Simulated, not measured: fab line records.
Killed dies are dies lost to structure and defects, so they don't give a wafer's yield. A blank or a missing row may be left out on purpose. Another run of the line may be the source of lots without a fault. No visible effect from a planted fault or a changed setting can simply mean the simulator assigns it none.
A struck lot beside a sound one + flow n5-finfet + 39 steps out of a route of 1938
Sound: the wafers L262.3, L262.4, L262.6. Wafers L258.3, L258.5, L258.6 were the ones struck. At the end, the cause is stated.
Per side, at each step with rows, come the tool, then ch with its chambers, and then its first start. Under that, the readings that differ: sound wafers + struck wafers + difference of the means + sigmas: that difference in standard deviations of wafers without a fault.
alike: words and numbers the same on both sides, and readings whose means are apart by under 2 such deviations; not compared: readings that were withheld, readings missing a value for some wafer, numbers with overlapping values and no deviation given by the record, and bounds like >300 which may hide the same value.
A row with sigmas, a row that says differs or no value, or rows on one side alone: a step with any of these is where the two part. Numbers that don't overlap but have no deviation are shown without sigmas and don't part them. Lack of a reading on every wafer of one side parts them only where that side has two or more wafers.

first, 10 steps without rows for these wafers: N5_FIN_CUT_STRIP_22 (strips in N2/H2); N5_FIN_CUT_PRECLEAN_36 (cleans in O3/DIW, time 60 s); N5_FIN_CUT_SRD_32 (time 30 s); N5_FIN_CUT_UV_OZONE_34 (time 120 s); N5_STI_FIN_REVEAL_ALD_00 (deposits SiO2, target thk 1 nm, pulse time 1 s); N5_STI_FIN_REVEAL_ALD_14 (deposits Si3N4, target thk 3 nm); N5_STI_FIN_REVEAL_FCVD_FILL_01 (material SiO2 flowable, target thk 312 nm, time 512.2 s); N5_STI_FIN_REVEAL_DENSIFY_02 (time 1800 s); N5_STI_FIN_REVEAL_CMP_04 (polishes, stops on Si3N4, t overpolish 4 s, target thk 131.83 nm); N5_STI_FIN_REVEAL_DENSIFY_30.
N5_STI_FIN_REVEAL_ETCHBACK_08: etches SiO2 in C4F6/O2, target depth 30.5 nm, time 10.167 s.
  sound on rie-diel-02 ch 0,1,2, day 7 10:32; struck on rie-diel-03 ch 1,2, day 6 10:46
  alike: drypump-motor-current-A, oes-product-au, rf-vpp-V, showerhead-plenum-p-Torr, throttle-valve-pct
  not compared: rf-hours-counter-h
then, 16 steps without rows for these wafers: N5_STI_FIN_REVEAL_STRIP_24 (strips in N2/H2, time 90 s); N5_STI_FIN_REVEAL_PRECLEAN_25 (cleans in SPM, time 90 s); N5_STI_FIN_REVEAL_PRECLEAN_26 (cleans in SC1, time 45 s); N5_STI_FIN_REVEAL_PRECLEAN_29 (cleans in DHF, time 30 s); N5_STI_FIN_REVEAL_SRD_12 (time 30 s); N5_STI_FIN_REVEAL_RECESS_09 (chemistry HF/NH3, target SiO2, afs cycles 11, target depth 42.5 nm, sublimation time 60 s); N5_STI_FIN_REVEAL_STRIP_16 (strips SiNx in H3PO4, target depth 23.8 nm); N5_STI_FIN_REVEAL_PRECLEAN_17 (cleans in NF3:NH3, afs cycles 1, time 20 s, sublimation time 60 s); N5_STI_FIN_REVEAL_ETCH_34 (etches Si in H2, material Si, target depth 0.97 nm); N5_STI_FIN_REVEAL_OXIDATION_31 (chemistry O2 PLASMA REMOTE, time 20 s); N5_STI_FIN_REVEAL_PRECLEAN_32 (cleans in NF3:NH3, afs cycles 1, time 20 s, sublimation time 60 s); N5_STI_FIN_REVEAL_STRIP_35 (strips Si3N4 in H3PO4, target depth 4 nm, time 39 s); N5_STI_FIN_REVEAL_SRD_21 (time 30 s); N5_STI_FIN_REVEAL_OXIDATION_33 (chemistry O2 PLASMA REMOTE, time 20 s); N5_STI_FIN_REVEAL_CLEAN_19 (cleans in O3/DIW, time 120 s); N5_STI_FIN_REVEAL_SRD_23 (time 30 s).
N5_STI_FIN_REVEAL_FIN_H_MEAS_10:
  sound on ocd-02, day 7 13:30; struck on ocd-02, day 6 13:43
| reading              | sound          | struck         | difference | sigmas |
|----------------------|----------------|----------------|------------|--------|
| trench-depth-nm (nm) | 50.6 52.1 53.0 | 43.4 43.7 41.4 | -9.1       | -9     |
then, 9 steps without rows for these wafers: N5_STI_FIN_REVEAL_PRECLEAN_18 (cleans in SC2, time 45 s); N5_STI_FIN_REVEAL_SRD_28 (time 30 s); N5_DUMMY_GATE_PRECLEAN_00 (cleans in O3/DIW, time 60 s); N5_DUMMY_GATE_SRD_01 (time 30 s); N5_DUMMY_GATE_ALD_02 (deposits SiO2, target thk 2 nm, pulse time 1 s); N5_DUMMY_GATE_CVD_03 (deposits a-Si from SiH4, target thk 150 nm, time 8042 s); N5_DUMMY_GATE_PRECLEAN_46 (cleans in DIW, time 89.5 s); N5_DUMMY_GATE_SRD_47 (dry time 32 s); N5_DUMMY_GATE_CMP_04 (polishes a-Si).
-- the record jumps here: 8 days lie between the struck wafers' starts before and after (it left off in module DUMMY_GATE and takes up again in module BEOL_M4, whose first step shown is number 1111 of the route) --
N5_BEOL_M4_RC_MEAS_101:
  sound on prober-01 ch 0, day 14 14:41; struck on prober-01 ch 0, day 14 10:09
  not compared: DIBL_N, DIBL_P, IOFF_N, IOFF_N_85C, IOFF_N_LIN, IOFF_P, IOFF_P_85C, IOFF_P_LIN, ION_N, ION_P, SS_N, SS_P, VT_N, VT_P
-- a jump in the record: the struck wafers' starts before and after are 4 days apart (it breaks off in module BEOL_M4 and resumes in module PASSIVATION, where the first step shown is number 1936 of the route) --
N5_PASSIVATION_PROBE_49:
  the record has rows for the struck wafers here (prober-02, day 18 20:28) and none for the sound ones

## WHERE THEY PART
Last at N5_PASSIVATION_PROBE_49 as far as this record goes, first at N5_STI_FIN_REVEAL_FIN_H_MEAS_10.

WHY: what had been put in by the simulator
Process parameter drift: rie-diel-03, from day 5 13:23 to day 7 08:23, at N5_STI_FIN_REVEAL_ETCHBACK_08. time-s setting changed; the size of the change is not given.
